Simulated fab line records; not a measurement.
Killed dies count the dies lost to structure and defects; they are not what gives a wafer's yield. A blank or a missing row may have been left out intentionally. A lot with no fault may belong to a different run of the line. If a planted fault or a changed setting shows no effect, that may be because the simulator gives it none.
What tool caused it? ; flow nand harc ; Sampling: 7 lots, 21 wafers, 2 of 1302 route steps

== WHAT EACH GAUGE READ, for each wafer ==
NHARC_A_ONON_D2_THK_MEAS_27: measures by ellipsometry.
lot;measured;on;thk nm (nm)
L269;day 13 11:40;film metro-02;1018 1020 1020
L271;day 13 22:38;film metro-02;1000 999 1000
L273;day 14 21:58;film metro-01;995 995 994
L277;day 16 11:28;film metro-02;975 974 973
L279;day 17 16:16;film metro-01;994 993 994
L282;day 18 15:13;film metro-01;1001 1002 1000
L286;day 20 04:59;film metro-01;1549 995 998

== WHAT TOOL EACH LOT RAN ON (gives the tool, then ch and the chambers of the sampled wafers, and finally the start) ==
lot;NHARC_A_ONON_D2_DEP_25
L269;pecvd onon-02 ch 0, day 13 11:09
L271;pecvd onon-02 ch 0, day 13 22:08
L273;pecvd onon-01 ch 0, day 14 21:28
L277;pecvd onon-03 ch 0, day 16 11:01
L279;pecvd onon-01 ch 0, day 17 15:49
L282;pecvd onon-03 ch 0, day 18 14:45
L286;pecvd onon-03 ch 0, day 20 04:30
- NHARC_A_ONON_D2_DEP_25: target thk 1000 nm.

== THE ANSWER, worked out from the rows above alone ==
Rule: the usual values come from the lots themselves. Put in order of their means at a reading, lots are off if they are a third of the lots or fewer, leave a main group of 4 or more, and stand apart from it by a gap of 3 or more times the standard deviation of the main group's means; of several such gaps the widest counts. Not used: any main group whose means are identical at the precision the tables above print for the reading. A lot without any number at a reading at which 4 lots or more have one is off too. All remaining lots with rows at the step are treated as sound.
Off, at NHARC_A_ONON_D2_THK_MEAS_27 on thk nm: L286. For the main group the mean is 997 nm and the standard deviation 13.
If a tool, at a process step before that reading, ran all the lots that are off and no sound lot after the first of them, it fits. Those tools and the gauges at NHARC_A_ONON_D2_THK_MEAS_27 are tried in the same way. This does not decide it: 2 tools fit, namely pecvd onon-03 at NHARC_A_ONON_D2_DEP_25 and film metro-01 at NHARC_A_ONON_D2_THK_MEAS_27.

== WHAT HAD BEEN PUT IN BY THE SIMULATOR ==
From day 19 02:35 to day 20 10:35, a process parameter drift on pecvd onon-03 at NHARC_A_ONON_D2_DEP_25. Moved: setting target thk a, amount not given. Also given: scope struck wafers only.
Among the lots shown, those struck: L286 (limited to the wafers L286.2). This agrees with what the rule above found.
